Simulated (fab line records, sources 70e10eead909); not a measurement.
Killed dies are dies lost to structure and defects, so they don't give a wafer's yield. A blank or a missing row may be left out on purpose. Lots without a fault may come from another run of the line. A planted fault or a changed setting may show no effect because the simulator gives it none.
fab line records | flow nand_harc | part 1 of 2: steps 1 to 15 of 24
record lots=5 wafers=15 last_day=23
route steps=1159 shown A_CHANNEL_HOLE_D1@463
lots that met no fault: from a run of the same line without faults
start_h: hours from the record's first day to the start of the lot's first wafer shown | wait_h: hours since the lot's step before | " the same as in the row above | L1.1+2: a row that stands for several wafers | - no value, or no start given | * or withheld: withheld | < > ~ a bound
route shown NAME@n: a module of which the file shows steps, and the number in the route of the first | usual: mean/standard deviation of fault-free wafers | same: alike in all rows | chamber/n: place in a boat | sites: the reading at each site | _std_site: their standard deviation | _edge_site: outer sites' mean less inner sites' | radius_mm: how far each site lies from the wafer's centre | mask NAME#n: copy n | behind: the tool/chamber that last shaped the wafer | hold: why the lot was held/for how many hours/how that ended | device: the transistor (n, p or np) that didn't switch | end of line: the same wafers' tests at the end of the route | a step without rows: its recipe alone | killed: dies lost to structure and defects at the first sort, not the wafer's yield | map: a wafer's dies, x killed, . not, _ none there
set.NAME: the setting as run; set.NAME@STEP: as run at that earlier step | model.NAME: the simulator's own value behind a step, which no gauge read
lots at some steps of the route; a table a step, a row a wafer
services: from which hour (start_h, from the record's first day; less than 0 if before it) a tool's chamber was out of use, for how many hours, and why
## steps
# step NHARC_A_CHANNEL_HOLE_D1_OVL_MEAS_11
# usual overlay_x_nm=-0.2/0.69 overlay_y_nm=-0.2/1
# columns lot.wafer tool chamber start_h wait_h overlay_x_nm overlay_y_nm
L074.2 overlay-01 - 171.02 - -0.3 0.8
L074.4 " - " " -0.1 0.4
L074.6 " - " " 0.1 0.3
L075.4 overlay-02 - 184.52 - 1.2 1.5
L075.5 " - " " 1.2 0.8
L075.6 " - " " 1.1 1.2
L079.4 overlay-01 - 199.08 - 0.0 -0.5
L079.5 " - " " 0.0 -0.3
L079.6 " - " " -0.2 -0.5
L087.1 overlay-02 - 251.89 - 0.0 -1.3
L087.2 " - " " -0.4 -0.9
L087.6 " - " " -1.1 -1.1
L088.1 overlay-01 - 259.46 - -0.5 1.0
L088.3 " - " " -0.6 0.3
L088.5 " - " " -1.0 0.9
# step NHARC_A_CHANNEL_HOLE_D1_INSPECT_12
# usual raw_defect_count=5.2/2.7
# columns lot.wafer tool chamber start_h wait_h raw_defect_count
L074.2 defect_inspect-02 - 171.08 0.1 6
L074.4 " - " " 7
L074.6 " - " " 4
L075.4 defect_inspect-02 - 184.55 0.0 5
L075.5 " - " " 4
L075.6 " - " " 13
L079.4 defect_inspect-01 - 199.11 0.0 4
L079.5 " - " " 1
L079.6 " - " " 7
L087.1 defect_inspect-01 - 251.93 0.0 3
L087.2 " - " " 5
L087.6 " - " " 7
L088.1 defect_inspect-02 - 259.50 0.0 3
L088.3 " - " " 9
L088.5 " - " " 4
# step NHARC_A_CHANNEL_HOLE_D1_DESCUM_15
# recipe time_s=3 o2_flow_sccm=200 ar_flow_sccm=0 bias_power_w=0 chemistry=O2
# usual drypump_motor_current_A=5.4/0.34 oes_product_au=1.000/0.0081 rf_vpp_V=58.1/0.83 showerhead_plenum_p_Torr=1.98/0.056 throttle_valve_pct=11.311/0.0085
# columns lot.wafer tool chamber start_h wait_h drypump_motor_current_A oes_product_au rf_hours_counter_h rf_vpp_V showerhead_plenum_p_Torr throttle_valve_pct
L074.4 rie_diel-03 3 171.14 0.1 5.0 1.001 5 59.5 2.02 11.313
L074.2 " 1 " " 5.5 1.002 10 58.7 1.97 11.318
L074.6 " 0 " " 5.3 0.991 - 57.2 1.87 11.313
L075.4 rie_diel-07 1 184.61 0.1 6.0 0.993 7 56.2 1.84 11.303
L075.5 " 1 " " 6.0 0.990 - 57.9 1.84 11.301
L075.6 " 2 " " 5.5 0.986 - 55.3 1.93 11.320
L079.4 rie_diel-12 1 199.17 0.1 5.4 1.010 10 57.6 1.97 11.321
L079.5 " 1 " " 5.4 1.002 - 58.4 1.97 11.317
L079.6 " 2 " " 5.8 0.999 - 58.3 2.02 11.314
L087.1 rie_diel-12 3 251.99 0.1 4.9 1.005 4 58.6 1.97 11.312
L087.2 " 2 " " 5.8 0.979 3 59.1 2.02 11.302
L087.6 " 0 " " 5.6 0.999 - 58.0 2.06 11.312
L088.3 rie_diel-03 0 259.57 0.1 5.3 0.983 2 58.1 1.87 11.315
L088.1 " 1 " " 5.6 0.992 2 57.6 1.97 11.321
L088.5 " 2 " " 5.5 0.991 - 57.5 2.00 11.318
# step NHARC_A_CHANNEL_HOLE_D1_ETCH_38
# recipe target_depth_a=390 over_etch_frac=0.3 time_s=65 ion_energy_ev=80 cf4_flow_sccm=150 ar_flow_sccm=0 rf_w=300 bias_w=100 chemistry=CF4
# usual drypump_motor_current_A=5.4/0.34 oes_product_au=0.999/0.0079 rf_vpp_V=152.0/1.1 showerhead_plenum_p_Torr=1.82/0.05 throttle_valve_pct=13.284/0.0099
# columns lot.wafer tool chamber start_h wait_h drypump_motor_current_A oes_product_au rf_hours_counter_h rf_vpp_V showerhead_plenum_p_Torr throttle_valve_pct
L074.2 rie_diel-03 3 171.23 0.1 4.9 1.000 5 153.0 1.86 13.276
L074.4 " 0 " " 5.3 0.998 9 149.1 1.73 13.277
L074.6 " 2 " " 5.5 1.000 - 151.9 1.85 13.285
L075.4 rie_diel-07 3 184.72 0.1 6.2 0.996 8 153.2 1.85 13.276
L075.5 " 0 " " 5.8 0.996 - 150.4 1.85 13.265
L075.6 " 1 " " 6.0 0.987 - 152.9 1.71 13.270
L079.4 rie_diel-12 1 199.26 0.1 5.4 1.012 10 152.0 1.82 13.291
L079.6 " 1 " " 5.4 1.009 - 151.9 1.81 13.280
L079.5 " 2 " " 5.7 1.003 - 151.5 1.86 13.286
L087.2 rie_diel-12 0 252.08 0.1 5.7 0.999 4 153.2 1.89 13.272
L087.1 " 1 " " 5.4 1.000 4 150.5 1.81 13.263
L087.6 " 3 " " 4.8 1.006 - 151.1 1.82 13.282
L088.1 rie_diel-03 2 259.64 0.1 5.4 1.001 2 152.2 1.85 13.297
L088.3 " 1 " " 5.6 1.004 2 152.0 1.81 13.292
L088.5 " 2 " " 5.5 0.996 - 150.6 1.84 13.294
# step NHARC_A_CHANNEL_HOLE_D1_ETCH_39
# recipe target_depth_a=2600 over_etch_frac=0.3 time_s=325 ion_energy_ev=200 n2_flow_sccm=150 h2_flow_sccm=150 ar_flow_sccm=0 rf_w=400 bias_w=150 chemistry=N2/H2
# usual drypump_motor_current_A=5.4/0.34 oes_product_au=1.000/0.0076 rf_vpp_V=432.4/1.9 showerhead_plenum_p_Torr=2.11/0.062 throttle_valve_pct=14.171/0.0099
# columns lot.wafer tool chamber start_h wait_h drypump_motor_current_A oes_product_au rf_hours_counter_h rf_vpp_V showerhead_plenum_p_Torr throttle_valve_pct
L074.4 rie_diel-03 3 - - 5.0 0.997 5 434.7 2.15 14.153
L074.2 " 0 " " 5.3 1.002 9 428.7 1.99 14.174
L074.6 " 2 " " 5.5 0.987 - 432.6 2.14 14.157
L075.4 rie_diel-07 2 - - 5.5 1.004 8 431.2 2.06 14.171
L075.5 " 2 " " 5.5 0.984 - 430.2 2.06 14.173
L075.6 " 3 " " 6.2 0.993 - 433.2 2.14 14.143
L079.4 rie_diel-12 3 - - 4.8 1.013 10 432.2 2.11 14.167
L079.6 " 0 " " 5.6 0.999 - 436.3 2.20 14.164
L079.5 " 1 " " 5.4 1.007 - 432.4 2.10 14.178
L087.1 rie_diel-12 3 - - 4.9 1.008 4 431.7 2.11 14.184
L087.2 " 0 " " 5.6 1.000 4 435.0 2.20 14.177
L087.6 " 2 " " 5.8 0.995 - 433.8 2.15 14.166
L088.3 rie_diel-03 0 - - 5.3 0.998 2 428.7 1.99 14.185
L088.1 " 2 " " 5.5 1.004 2 435.0 2.14 14.168
L088.5 " 0 " " 5.3 0.993 - 429.6 1.99 14.180
# step NHARC_A_CHANNEL_HOLE_D1_ETCH_34
# recipe target_depth_a=1540 time_s=77 cf4_flow_sccm=100 chf3_flow_sccm=30 ar_flow_sccm=0 rf_w=500 bias_w=200 chemistry=CF4/CHF3
# usual drypump_motor_current_A=5.4/0.33 oes_product_au=0.946/0.023 rf_vpp_V=372.3/1.7 showerhead_plenum_p_Torr=1.62/0.045 throttle_valve_pct=16.803/0.0087
# columns lot.wafer tool chamber start_h wait_h drypump_motor_current_A oes_product_au rf_hours_counter_h rf_vpp_V showerhead_plenum_p_Torr throttle_valve_pct
L074.4 rie_diel-03 0 - - 5.3 0.917 10 368.6 1.54 16.802
L074.2 " 3 " " 5.0 0.927 5 374.6 1.65 16.807
L074.6 " 0 " " 5.3 0.922 - 369.3 1.54 16.796
L075.4 rie_diel-07 2 - - 5.5 0.925 8 371.9 1.59 16.805
L075.6 " 1 " " 6.0 0.928 - 368.8 1.52 16.794
L075.5 " 2 " " 5.5 0.928 - 370.8 1.59 16.798
L079.4 rie_diel-12 3 - - 4.9 0.931 10 371.4 1.62 16.796
L079.6 " 2 " " 5.8 0.931 - 374.1 1.66 16.797
L079.5 " 3 " " 4.8 0.946 - 371.0 1.62 16.819
L087.1 rie_diel-12 2 - - 5.8 0.978 3 373.4 1.65 16.802
L087.2 " 0 " " 5.7 0.965 4 374.3 1.69 16.806
L087.6 " 2 " " 5.8 0.972 - 374.3 1.65 16.798
L088.1 rie_diel-03 2 - - 5.5 0.973 2 372.3 1.64 16.795
L088.3 " 1 " " 5.5 0.986 2 371.6 1.62 16.813
L088.5 " 3 " " 4.9 0.957 - 373.6 1.65 16.804
# step NHARC_A_CHANNEL_HOLE_D1_ETCH_16
# recipe target_depth_a=31000 over_etch_frac=0.3 time_s=806 ion_energy_ev=150 o2_flow_sccm=400 cos_flow_sccm=20 ar_flow_sccm=0 rf_w=500 bias_w=300 chemistry=O2/COS
# usual drypump_motor_current_A=5.4/0.33 oes_product_au=0.999/0.007 rf_vpp_V=315.5/1.6 showerhead_plenum_p_Torr=3.22/0.088 throttle_valve_pct=28.328/0.0086
# columns lot.wafer tool chamber start_h wait_h drypump_motor_current_A oes_product_au rf_hours_counter_h rf_vpp_V showerhead_plenum_p_Torr throttle_valve_pct
L074.2 rie_diel-03 3 - - 5.0 0.991 6 317.2 3.28 28.324
L074.4 " 0 " " 5.3 0.998 10 312.5 3.05 28.337
L074.6 " 2 " " 5.5 1.000 - 316.4 3.26 28.323
L075.4 rie_diel-07 0 - - 5.7 1.006 7 316.9 3.26 28.328
L075.6 " 1 " " 6.0 1.000 - 312.8 3.01 28.342
L075.5 " 2 " " 5.5 1.001 - 315.7 3.15 28.333
L079.4 rie_diel-12 1 - - 5.4 1.001 11 315.8 3.20 28.321
L079.5 " 0 " " 5.7 0.996 - 316.0 3.35 28.325
L079.6 " 1 " " 5.4 1.005 - 315.5 3.20 28.335
L087.2 rie_diel-12 2 - - 5.8 0.985 4 316.7 3.28 28.327
L087.1 " 3 " " 4.9 1.005 4 315.9 3.22 28.329
L087.6 " 1 " " 5.4 0.999 - 316.7 3.20 28.336
L088.3 rie_diel-03 0 - - 5.3 0.984 2 312.1 3.05 28.315
L088.1 " 3 " " 5.0 0.993 3 315.9 3.28 28.327
L088.5 " 0 " " 5.3 0.988 - 312.4 3.05 28.313
# step NHARC_A_CHANNEL_HOLE_D1_CD_MEAS_18
# usual cd_nm=99.2/1.5
# columns lot.wafer tool chamber start_h wait_h cd_nm
L074.2 cd_sem-02 - 172.25 - 98.0
L074.4 " - " " 97.8
L074.6 " - " " 99.2
L075.4 cd_sem-02 - 185.73 - 99.0
L075.5 " - " " 100.0
L075.6 " - " " 99.4
L079.4 cd_sem-03 - 200.29 - 100.0
L079.5 " - " " 99.5
L079.6 " - " " 101.7
L087.1 cd_sem-01 - 253.10 - 97.5
L087.2 " - " " 100.6
L087.6 " - " " 98.9
L088.1 cd_sem-02 - 260.65 - 99.3
L088.3 " - " " 98.3
L088.5 " - " " 98.6
# step NHARC_A_CHANNEL_HOLE_D1_ETCH_19
# recipe bias_v=1200 source_w=2500 pressure_mtorr=15 time_s=34.5 ar_flow_sccm=375 c4f8_flow_sccm=28.8 o2_flow_sccm=96.2 temp_c=-20 target_depth_a=* chemistry=C4F8/O2/Ar
# usual drypump_motor_current_A=6.2/0.57 showerhead_plenum_p_Torr=3.83/0.11 throttle_valve_pct=37.039/0.0091
# columns lot.wafer tool chamber start_h wait_h drypump_motor_current_A rf_hours_counter_h showerhead_plenum_p_Torr throttle_valve_pct
L074.2 har_etch-02 0 172.34 0.1 5.4 97 3.93 37.039
L074.4 " 1 " " 6.7 - 3.93 37.021
L074.6 " 1 " " 6.7 - 3.93 37.032
L075.4 har_etch-02 0 185.83 0.1 5.4 - 3.93 37.028
L075.6 " 0 " " 5.4 - 3.92 37.042
L075.5 " 1 " " 6.7 - 3.93 37.045
L079.4 har_etch-01 1 200.42 0.1 6.1 - 3.87 37.037
L079.6 " 0 " " 6.8 - 3.65 37.040
L079.5 " 1 " " 6.1 - 3.87 37.054
L087.2 har_etch-02 0 253.18 0.1 5.3 131 3.91 37.043
L087.1 " 1 " " 6.7 131 3.91 37.040
L087.6 " 0 " " 5.4 - 3.91 37.032
L088.1 har_etch-02 1 260.75 0.1 6.7 136 3.90 37.047
L088.3 " 1 " " 6.7 - 3.91 37.030
L088.5 " 1 " " 6.7 - 3.90 37.050
# step NHARC_A_CHANNEL_HOLE_D1_ETCH_20
# recipe bias_v=3000 source_w=withheld pressure_mtorr=20 time_s=361.9 ar_flow_sccm=375 c4f8_flow_sccm=89.3 o2_flow_sccm=35.7 temp_c=-20 target_depth_a=16000 chemistry=C4F8/O2/Ar
# usual drypump_motor_current_A=6.2/0.57 showerhead_plenum_p_Torr=3.78/0.11 throttle_valve_pct=32.155/0.01
# columns lot.wafer tool chamber start_h wait_h drypump_motor_current_A rf_hours_counter_h showerhead_plenum_p_Torr throttle_valve_pct
L074.2 har_etch-02 0 172.49 0.1 5.3 97 3.88 32.128
L074.4 " 1 " " 6.7 - 3.88 32.146
L074.6 " 1 " " 6.7 - 3.88 32.149
L075.4 har_etch-02 0 186.01 0.2 5.4 - 3.87 32.168
L075.6 " 0 " " 5.3 - 3.87 32.174
L075.5 " 1 " " 6.7 - 3.87 32.157
L079.4 har_etch-01 1 200.63 0.2 6.1 - 3.82 32.163
L079.6 " 0 " " 6.8 - 3.61 32.163
L079.5 " 1 " " 6.1 - 3.82 32.149
L087.2 har_etch-02 0 253.29 0.1 5.4 131 3.86 32.157
L087.1 " 1 " " 6.7 131 3.86 32.151
L087.6 " 0 " " 5.4 - 3.86 32.166
L088.1 har_etch-02 1 260.89 0.1 6.8 136 3.86 32.144
L088.3 " 1 " " 6.7 - 3.86 32.165
L088.5 " 1 " " 6.7 - 3.86 32.160
# step NHARC_A_CHANNEL_HOLE_D1_ETCH_21
# recipe bias_v=3000 source_w=withheld pressure_mtorr=20 time_s=514.3 ar_flow_sccm=375 c4f8_flow_sccm=89.3 o2_flow_sccm=35.7 temp_c=-20 target_depth_a=16000 chemistry=C4F8/O2/Ar
# usual drypump_motor_current_A=6.2/0.57 showerhead_plenum_p_Torr=3.78/0.11 throttle_valve_pct=32.155/0.009
# columns lot.wafer tool chamber start_h wait_h drypump_motor_current_A rf_hours_counter_h showerhead_plenum_p_Torr throttle_valve_pct
L074.2 har_etch-02 0 172.82 0.3 5.4 97 3.88 32.159
L074.4 " 1 " " 6.7 - 3.88 32.146
L074.6 " 1 " " 6.8 - 3.88 32.156
L075.4 har_etch-02 0 186.37 0.3 5.3 - 3.87 32.159
L075.6 " 0 " " 5.3 - 3.87 32.157
L075.5 " 1 " " 6.7 - 3.87 32.160
L079.4 har_etch-01 1 201.01 0.3 6.1 - 3.82 32.149
L079.6 " 0 " " 6.8 - 3.61 32.134
L079.5 " 1 " " 6.0 - 3.82 32.166
L087.2 har_etch-02 0 253.60 0.3 5.3 131 3.86 32.162
L087.1 " 1 " " 6.8 131 3.86 32.164
L087.6 " 0 " " 5.4 - 3.86 32.154
L088.1 har_etch-02 1 261.23 0.3 6.7 137 3.86 32.155
L088.3 " 1 " " 6.7 - 3.86 32.156
L088.5 " 1 " " 6.7 - 3.86 32.163
# step NHARC_A_CHANNEL_HOLE_D1_ETCH_22
# recipe bias_v=3000 source_w=withheld pressure_mtorr=20 time_s=666.7 ar_flow_sccm=375 c4f8_flow_sccm=89.3 o2_flow_sccm=35.7 temp_c=-20 target_depth_a=16000 chemistry=C4F8/O2/Ar
# usual drypump_motor_current_A=6.2/0.57 showerhead_plenum_p_Torr=3.78/0.11 throttle_valve_pct=32.154/0.01
# columns lot.wafer tool chamber start_h wait_h drypump_motor_current_A rf_hours_counter_h showerhead_plenum_p_Torr throttle_valve_pct
L074.2 har_etch-02 0 173.28 0.4 5.4 98 3.88 32.161
L074.4 " 1 " " 6.7 - 3.88 32.139
L074.6 " 1 " " 6.7 - 3.88 32.152
L075.4 har_etch-02 0 186.85 0.4 5.4 - 3.87 32.152
L075.6 " 0 " " 5.4 - 3.87 32.165
L075.5 " 1 " " 6.7 - 3.87 32.155
L079.4 har_etch-01 1 201.52 0.4 6.1 - 3.82 32.149
L079.6 " 0 " " 6.8 - 3.61 32.152
L079.5 " 1 " " 6.0 - 3.82 32.166
L087.2 har_etch-02 0 254.04 0.4 5.4 132 3.86 32.148
L087.1 " 1 " " 6.7 132 3.86 32.155
L087.6 " 0 " " 5.4 - 3.86 32.149
L088.1 har_etch-02 1 261.69 0.4 6.7 137 3.86 32.153
L088.3 " 1 " " 6.7 - 3.86 32.160
L088.5 " 1 " " 6.7 - 3.86 32.156
# step NHARC_A_CHANNEL_HOLE_D1_ETCH_23
# recipe bias_v=5000 source_w=withheld pressure_mtorr=20 time_s=819 ar_flow_sccm=375 c4f8_flow_sccm=89.3 o2_flow_sccm=35.7 temp_c=-20 target_depth_a=16000 chemistry=C4F8/O2/Ar
# usual drypump_motor_current_A=6.2/0.57 showerhead_plenum_p_Torr=3.78/0.11 throttle_valve_pct=32.155/0.0096
# columns lot.wafer tool chamber start_h wait_h drypump_motor_current_A rf_hours_counter_h showerhead_plenum_p_Torr throttle_valve_pct
L074.2 har_etch-02 0 173.87 0.5 5.4 98 3.88 32.168
L074.4 " 1 " " 6.7 - 3.88 32.143
L074.6 " 1 " " 6.7 - 3.88 32.148
L075.4 har_etch-02 0 187.46 0.5 5.4 - 3.87 32.157
L075.6 " 0 " " 5.3 - 3.87 32.169
L075.5 " 1 " " 6.7 - 3.87 32.148
L079.4 har_etch-01 1 202.14 0.5 6.1 - 3.82 32.171
L079.6 " 0 " " 6.7 - 3.61 32.162
L079.5 " 1 " " 6.1 - 3.82 32.159
L087.2 har_etch-02 0 254.61 0.5 5.4 132 3.86 32.140
L087.1 " 1 " " 6.8 132 3.86 32.157
L087.6 " 0 " " 5.4 - 3.86 32.149
L088.1 har_etch-02 1 262.30 0.5 6.7 138 3.86 32.153
L088.3 " 1 " " 6.7 - 3.85 32.148
L088.5 " 1 " " 6.7 - 3.85 32.151
# step NHARC_A_CHANNEL_HOLE_D1_ETCH_24
# recipe bias_v=5000 source_w=withheld pressure_mtorr=20 time_s=906.2 ar_flow_sccm=375 c4f8_flow_sccm=93.8 o2_flow_sccm=31.2 temp_c=-20 target_depth_a=15000 chemistry=C4F8/O2/Ar
# usual drypump_motor_current_A=6.2/0.57 showerhead_plenum_p_Torr=3.78/0.11 throttle_valve_pct=32.234/0.0091
# columns lot.wafer tool chamber start_h wait_h drypump_motor_current_A rf_hours_counter_h showerhead_plenum_p_Torr throttle_valve_pct
L074.2 har_etch-02 0 174.58 0.6 5.3 99 3.87 32.230
L074.4 " 1 " " 6.7 - 3.87 32.224
L074.6 " 1 " " 6.7 - 3.87 32.219
L075.4 har_etch-02 0 188.18 0.6 5.4 - 3.87 32.229
L075.6 " 0 " " 5.4 - 3.87 32.235
L075.5 " 1 " " 6.7 - 3.87 32.240
L079.4 har_etch-01 1 202.86 0.6 6.0 - 3.81 32.244
L079.6 " 0 " " 6.8 - 3.61 32.239
L079.5 " 1 " " 6.0 - 3.81 32.241
L087.2 har_etch-02 0 255.31 0.6 5.4 133 3.85 32.244
L087.1 " 1 " " 6.7 133 3.85 32.223
L087.6 " 0 " " 5.4 - 3.85 32.243
L088.1 har_etch-02 1 263.00 0.6 6.8 138 3.85 32.243
L088.3 " 1 " " 6.8 - 3.85 32.213
L088.5 " 1 " " 6.8 - 3.85 32.231
# step NHARC_A_CHANNEL_HOLE_D1_ETCH_25
# recipe bias_v=5000 source_w=withheld pressure_mtorr=20 time_s=1040.2 ar_flow_sccm=375 c4f8_flow_sccm=93.8 o2_flow_sccm=31.2 temp_c=-20 target_depth_a=15000 chemistry=C4F8/O2/Ar
# usual drypump_motor_current_A=6.2/0.58 showerhead_plenum_p_Torr=3.78/0.11 throttle_valve_pct=32.236/0.0086
# columns lot.wafer tool chamber start_h wait_h drypump_motor_current_A rf_hours_counter_h showerhead_plenum_p_Torr throttle_valve_pct
L074.2 har_etch-02 0 175.37 0.7 5.3 100 3.87 32.246
L074.4 " 1 " " 6.7 - 3.87 32.244
L074.6 " 1 " " 6.8 - 3.87 32.229
L075.4 har_etch-02 0 188.98 0.7 5.4 - 3.87 32.253
L075.6 " 0 " " 5.4 - 3.87 32.231
L075.5 " 1 " " 6.7 - 3.87 32.228
L079.4 har_etch-01 1 203.69 0.7 6.1 - 3.81 32.226
L079.6 " 0 " " 6.7 - 3.61 32.240
L079.5 " 1 " " 6.1 - 3.81 32.232
L087.2 har_etch-02 0 256.08 0.6 5.4 134 3.85 32.222
L087.1 " 1 " " 6.7 134 3.85 32.236
L087.6 " 0 " " 5.4 - 3.85 32.244
L088.1 har_etch-02 1 263.78 0.7 6.7 139 3.85 32.246
L088.3 " 1 " " 6.8 - 3.85 32.234
L088.5 " 1 " " 6.7 - 3.85 32.244
